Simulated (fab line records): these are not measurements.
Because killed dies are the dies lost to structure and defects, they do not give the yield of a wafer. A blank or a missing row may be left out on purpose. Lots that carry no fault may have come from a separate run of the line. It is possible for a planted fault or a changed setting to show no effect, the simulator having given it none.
What tool caused it?	flow n5_finfet	72 wafers from 24 lots sampled at 6 of the route's 1938 steps

WHAT THE GAUGES SHOWED, per wafer
N5_BEOL_M12_INSPECT_55: inspects for defects (darkfield). Usual: 72 for raw_defect_count, sd 26.
lot	measured	on	raw_defect_count	flag
L074	day 12 06:01	defect_inspect-02	108 69 90	
L075	day 12 14:52	defect_inspect-02	66 55 101	
L076	day 12 17:25	defect_inspect-02	63 53 98	
L077	day 12 21:29	defect_inspect-02	74 50 75	
L078	day 13 12:22	defect_inspect-02	47 90 56	
L080	day 13 14:21	defect_inspect-02	44 49 60	
L079	day 13 18:56	defect_inspect-02	94 52 90	
L081	day 13 22:21	defect_inspect-02	34 67 75	
L082	day 14 05:49	defect_inspect-02	112 69 104	
L083	day 14 06:28	defect_inspect-01	71 55 64	
L084	day 14 14:19	defect_inspect-02	68 96 116	
L087	day 14 23:09	defect_inspect-02	80 90 57	
L085	day 15 07:41	defect_inspect-02	60 57 43	
L086	day 15 12:55	defect_inspect-02	51 21 67	
L089	day 15 18:42	defect_inspect-01	46 46 64	
L091	day 15 23:47	defect_inspect-01	64 65 51	
L088	day 16 00:52	defect_inspect-02	62 48 47	
L092	day 16 08:07	defect_inspect-02	83 80 86	
L090	day 16 16:47	defect_inspect-01	124 57 45	
L093	day 17 09:10	defect_inspect-02	74 93 51	
L095	day 17 12:47	defect_inspect-02	99 184 89	
L094	day 17 22:26	defect_inspect-01	108 49 66	
L097	day 18 11:53	defect_inspect-02	78 79 86	
L096	day 18 13:09	defect_inspect-01	54 54 36	

N5_BEOL_M14_CD_MEAS_10 targets a cd of 250 nm. Usual: 249.8 nm for cd_nm, sd 1.6.
lot	measured	on	cd_nm (nm)	flag
L074	day 12 14:59	cd_sem-03	248.8 250.8 249.9	
L075	day 13 00:47	cd_sem-03	250.5 252.6 249.2	
L076	day 13 01:38	cd_sem-01	249.5 246.8 248.1	
L077	day 13 05:20	cd_sem-01	250.3 249.3 247.8	
L078	day 13 18:12	cd_sem-01	250.8 249.2 250.2	
L080	day 13 20:02	cd_sem-01	246.5 251.7 248.5	
L079	day 14 00:02	cd_sem-01	249.2 250.1 250.6	
L081	day 14 03:47	cd_sem-03	249.6 248.6 250.3	
L082	day 14 12:59	cd_sem-03	246.1 248.8 248.8	
L083	day 14 16:02	cd_sem-03	251.9 249.0 249.9	
L084	day 14 20:39	cd_sem-01	250.7 247.8 251.5	
L087	day 15 04:49	cd_sem-02	248.2 249.3 248.6	
L085	day 15 12:15	cd_sem-02	246.5 248.1 247.0	
L086	day 15 19:53	cd_sem-02	250.7 249.9 250.1	
L089	day 16 02:41	cd_sem-03	251.7 246.2 250.4	
L091	day 16 07:25	cd_sem-03	249.9 251.5 248.4	
L088	day 16 08:20	cd_sem-03	250.7 251.1 251.7	
L092	day 16 15:53	cd_sem-03	251.8 251.5 249.2	
L090	day 16 22:16	cd_sem-01	249.9 252.0 251.6	
L093	day 17 16:09	cd_sem-02	248.1 248.7 248.5	
L095	day 17 20:49	cd_sem-03	251.4 249.0 247.9	
L094	day 18 04:49	cd_sem-03	251.3 251.0 252.4	
L097	day 18 16:50	cd_sem-01	252.8 248.8 252.2	
L096	day 18 18:35	cd_sem-02	248.4 250.6 249.7	

TOOL THAT RAN EACH LOT (tool first, then ch and the chambers of the sampled wafers, then the start)
lot	N5_BEOL_M12_SPUTTER_45	N5_BEOL_M13_TRENCH_ETCH_34	N5_BEOL_M13_SPUTTER_43	N5_BEOL_M13_ANNEAL_48
L074	pvd_sputter-02, day 12 04:59	rie_diel-04 ch 2,3, day 12 08:10	pvd_sputter-01, day 12 13:10	rtp_anneal-02 ch 0, day 12 13:48
L075	pvd_sputter-02, day 12 13:47	rie_diel-03 ch 0,1,3, day 12 17:00	pvd_sputter-03, day 12 22:56	rtp_anneal-01 ch 0, day 12 23:25
L076	pvd_sputter-02, day 12 16:24	rie_diel-04 ch 0,1, day 12 19:46	pvd_sputter-03, day 12 23:47	rtp_anneal-01 ch 0, day 13 00:14
L077	pvd_sputter-01, day 12 20:28	rie_diel-04 ch 0,2, day 12 23:47	pvd_sputter-03, day 13 03:29	rtp_anneal-01 ch 0, day 13 03:56
L078	pvd_sputter-01, day 13 09:34	rie_diel-01 ch 0,1,2, day 13 14:46	pvd_sputter-02, day 13 16:22	rtp_anneal-02 ch 0, day 13 16:48
L080	pvd_sputter-01, day 13 12:59	rie_diel-03 ch 0,3, day 13 16:28	pvd_sputter-03, day 13 17:50	rtp_anneal-02 ch 0, day 13 18:42
L079	pvd_sputter-02, day 13 17:46	rie_diel-03 ch 0,3, day 13 20:59	pvd_sputter-02, day 13 22:10	rtp_anneal-02 ch 0, day 13 22:38
L081	pvd_sputter-01, day 13 21:20	rie_diel-01 ch 1,2,3, day 14 00:37	pvd_sputter-03, day 14 01:56	rtp_anneal-02 ch 0, day 14 02:22
L082	pvd_sputter-03, day 14 04:47	rie_diel-01 ch 0,2,3, day 14 08:14	pvd_sputter-01, day 14 11:08	rtp_anneal-01 ch 0, day 14 11:35
L083	pvd_sputter-02, day 14 05:14	rie_diel-03 ch 0,1,3, day 14 08:35	pvd_sputter-02, day 14 13:31	rtp_anneal-02 ch 0, day 14 14:44
L084	pvd_sputter-02, day 14 13:19	rie_diel-03 ch 0,3, day 14 16:14	pvd_sputter-01, day 14 18:52	rtp_anneal-01 ch 0, day 14 19:21
L087	pvd_sputter-03, day 14 22:08	rie_diel-03 ch 2,3, day 15 01:27	pvd_sputter-02, day 15 02:56	rtp_anneal-02 ch 0, day 15 03:35
L085	pvd_sputter-01, day 15 06:40	rie_diel-03 ch 1,2,3, day 15 09:44	pvd_sputter-02, day 15 10:32	rtp_anneal-01 ch 0, day 15 10:58
L086	pvd_sputter-02, day 15 11:55	rie_diel-01 ch 0,2,3, day 15 15:10	pvd_sputter-02, day 15 18:10	rtp_anneal-02 ch 0, day 15 18:37
L089	pvd_sputter-01, day 15 17:41	rie_diel-01 ch 0,1,3, day 15 20:46	pvd_sputter-03, day 16 00:58	rtp_anneal-02 ch 0, day 16 01:25
L091	pvd_sputter-01, day 15 22:41	rie_diel-03 ch 1,2,3, day 16 01:53	pvd_sputter-02, day 16 05:36	rtp_anneal-02 ch 0, day 16 06:07
L088	pvd_sputter-01, day 15 23:51	rie_diel-03 ch 0,1,2, day 16 02:47	pvd_sputter-03, day 16 06:01	rtp_anneal-02 ch 0, day 16 07:01
L092	pvd_sputter-02, day 16 06:29	rie_diel-03 ch 2,3, day 16 10:11	pvd_sputter-01, day 16 14:09	rtp_anneal-02 ch 0, day 16 14:38
L090	pvd_sputter-01, day 16 15:07	rie_diel-01 ch 1,2,3, day 16 19:35	pvd_sputter-02, day 16 20:14	rtp_anneal-01 ch 0, day 16 20:46
L093	pvd_sputter-02, day 17 07:44	rie_diel-01 ch 0,2,3, day 17 11:32	pvd_sputter-02, day 17 14:16	rtp_anneal-01 ch 0, day 17 14:45
L095	pvd_sputter-01, day 17 11:15	rie_diel-03 ch 1,3, day 17 15:04	pvd_sputter-03, day 17 19:06	rtp_anneal-01 ch 0, day 17 19:32
L094	pvd_sputter-02, day 17 20:14	rie_diel-04 ch 1,2,3, day 18 00:50	pvd_sputter-01, day 18 03:05	rtp_anneal-02 ch 0, day 18 03:31
L097	pvd_sputter-01, day 18 10:52	rie_diel-03 ch 0,2,3, day 18 13:56	pvd_sputter-03, day 18 14:59	rtp_anneal-02 ch 0, day 18 15:25
L096	pvd_sputter-03, day 18 12:08	rie_diel-03 ch 0,1,3, day 18 15:06	pvd_sputter-02, day 18 16:20	rtp_anneal-01 ch 0, day 18 17:08
- N5_BEOL_M12_SPUTTER_45: material Cu, target thk 80 nm, time 13.33 s.
- N5_BEOL_M13_TRENCH_ETCH_34: etches SiOC in C4F8/O2/Ar, target depth 413.47 nm, time 162.6 s.
- N5_BEOL_M13_SPUTTER_43: material TaN, target thk 15 nm, time 24.19 s.
- N5_BEOL_M13_ANNEAL_48: time 90 s.

WHAT THE TOOLS THEMSELVES READ (means of the sampled wafers that have a number; where no wafer has one, the mark that the record gives instead)
N5_BEOL_M12_SPUTTER_45. Usual: chuck_sensor_temp_C -16.3 C, standard deviation 0.43; throttle_valve_pct 30.1 %, standard deviation 0.94.
lot	tool	chuck_sensor_temp_C (C)	throttle_valve_pct (%)	flag
L074	pvd_sputter-02	-16.3	30.0	
L075	pvd_sputter-02	-16.2	30.6	
L076	pvd_sputter-02	-16.0	30.7	
L077	pvd_sputter-01	-16.1	29.6	
L078	pvd_sputter-01	-16.3	30.4	
L080	pvd_sputter-01	-16.5	30.5	
L079	pvd_sputter-02	-16.1	30.4	
L081	pvd_sputter-01	-16.9	30.2	
L082	pvd_sputter-03	-15.9	29.0	
L083	pvd_sputter-02	-16.2	30.4	
L084	pvd_sputter-02	-16.1	29.7	
L087	pvd_sputter-03	-16.0	30.1	
L085	pvd_sputter-01	-17.0	30.2	
L086	pvd_sputter-02	-16.2	30.2	
L089	pvd_sputter-01	-16.3	30.2	
L091	pvd_sputter-01	-16.2	30.4	
L088	pvd_sputter-01	-16.2	30.8	
L092	pvd_sputter-02	-16.2	30.2	
L090	pvd_sputter-01	-16.1	29.1	
L093	pvd_sputter-02	-16.3	30.5	
L095	pvd_sputter-01	-16.2	29.2	
L094	pvd_sputter-02	-16.4	30.6	
L097	pvd_sputter-01	-16.7	29.0	
L096	pvd_sputter-03	-15.6	30.3	

N5_BEOL_M13_TRENCH_ETCH_34. Usual: drypump_motor_current_A 5.7 A, standard deviation 0.61; he_outer_torr 30.00 Torr, standard deviation 0.065; oes_product_au 0.74 a.u., standard deviation 0.068; rf_vpp_V 665.2 V, standard deviation 2.9; showerhead_plenum_p_Torr 3.42 Torr, standard deviation 0.1; throttle_valve_pct 24.37 %, standard deviation 0.27.
lot	tool	drypump_motor_current_A (A)	he_outer_torr (Torr)	oes_product_au (a.u.)	rf_vpp_V (V)	showerhead_plenum_p_Torr (Torr)	throttle_valve_pct (%)	flag
L074	rie_diel-04	5.7	30.07	0.78	665.0	3.39	24.32	
L075	rie_diel-03	5.8	30.02	0.74	664.3	3.42	24.39	
L076	rie_diel-04	6.0	30.03	0.71	665.9	3.44	24.30	
L077	rie_diel-04	5.7	30.05	0.75	667.5	3.48	24.16	
L078	rie_diel-01	6.0	29.98	0.76	664.6	3.38	24.23	
L080	rie_diel-03	5.5	30.00	0.73	664.0	3.38	24.50	
L079	rie_diel-03	5.9	29.93	0.76	663.4	3.35	24.32	
L081	rie_diel-01	6.0	29.98	0.70	665.9	3.44	24.32	
L082	rie_diel-01	6.0	30.01	0.76	666.5	3.46	24.08	
L083	rie_diel-03	5.8	29.99	0.72	664.8	3.41	24.39	
L084	rie_diel-03	5.4	30.04	0.72	664.1	3.38	24.50	
L087	rie_diel-03	5.8	30.01	0.77	664.2	3.38	24.33	
L085	rie_diel-03	5.7	30.02	0.72	666.3	3.44	24.39	
L086	rie_diel-01	6.0	30.02	0.76	665.8	3.46	24.11	
L089	rie_diel-01	6.2	30.02	0.74	663.5	3.37	24.09	
L091	rie_diel-03	5.7	29.96	0.73	666.1	3.44	24.41	
L088	rie_diel-03	5.3	30.03	0.70	666.7	3.48	24.59	
L092	rie_diel-03	5.8	30.01	0.75	664.0	3.37	24.34	
L090	rie_diel-01	6.1	30.03	0.69	666.1	3.42	24.35	
L093	rie_diel-01	6.0	29.97	0.74	666.3	3.45	24.13	
L095	rie_diel-03	6.3	29.98	0.85	663.2	3.36	24.16	
L094	rie_diel-04	5.8	30.03	0.75	663.2	3.33	24.41	
L097	rie_diel-03	5.4	29.97	0.71	665.8	3.40	24.54	
L096	rie_diel-03	5.8	29.99	0.79	664.4	3.39	24.33	

N5_BEOL_M13_SPUTTER_43. Usual: 30.1 % for throttle_valve_pct, sd 0.87.
lot	tool	throttle_valve_pct (%)	flag
L074	pvd_sputter-01	29.1	
L075	pvd_sputter-03	30.0	
L076	pvd_sputter-03	29.6	
L077	pvd_sputter-03	30.2	
L078	pvd_sputter-02	29.8	
L080	pvd_sputter-03	30.2	
L079	pvd_sputter-02	30.6	
L081	pvd_sputter-03	30.3	
L082	pvd_sputter-01	30.2	
L083	pvd_sputter-02	30.5	
L084	pvd_sputter-01	30.3	
L087	pvd_sputter-02	30.6	
L085	pvd_sputter-02	30.0	
L086	pvd_sputter-02	29.9	
L089	pvd_sputter-03	30.5	
L091	pvd_sputter-02	30.4	
L088	pvd_sputter-03	30.1	
L092	pvd_sputter-01	29.1	
L090	pvd_sputter-02	30.0	
L093	pvd_sputter-02	30.0	
L095	pvd_sputter-03	29.4	
L094	pvd_sputter-01	30.4	
L097	pvd_sputter-03	29.6	
L096	pvd_sputter-02	30.6	

N5_BEOL_M13_ANNEAL_48. Usual: 226.20 for wafer_temp_C_max, sd 0.27.
lot	tool	wafer_temp_C_max	flag
L074	rtp_anneal-02	225.82	
L075	rtp_anneal-01	226.41	
L076	rtp_anneal-01	226.19	
L077	rtp_anneal-01	226.24	
L078	rtp_anneal-02	226.27	
L080	rtp_anneal-02	226.25	
L079	rtp_anneal-02	226.30	
L081	rtp_anneal-02	225.94	
L082	rtp_anneal-01	226.26	
L083	rtp_anneal-02	226.18	
L084	rtp_anneal-01	226.22	
L087	rtp_anneal-02	226.02	
L085	rtp_anneal-01	226.09	
L086	rtp_anneal-02	226.27	
L089	rtp_anneal-02	226.26	
L091	rtp_anneal-02	226.37	
L088	rtp_anneal-02	226.23	
L092	rtp_anneal-02	226.43	
L090	rtp_anneal-01	226.63	
L093	rtp_anneal-01	226.13	
L095	rtp_anneal-01	226.07	
L094	rtp_anneal-02	226.21	
L097	rtp_anneal-02	226.47	
L096	rtp_anneal-01	225.98	

THE ANSWER, worked out from the rows above alone
Rule: take the mean of a lot's wafers that have a number; if it is more than 3 standard deviations from the usual mean, the lot is off. A lot without any number at a reading at which 4 lots or more have one is off too. The other lots that the step has rows for count as sound. Order of review: gauges by route order, followed by the tools' own readings, for which a lot's mean as printed above is used. At the first step where some lot is off, the reading lying furthest off is the one used; lots without a number count as furthest.
No lot is off at any reading shown: from this, nothing can be told.

WHAT THE SIMULATOR HAD INSERTED
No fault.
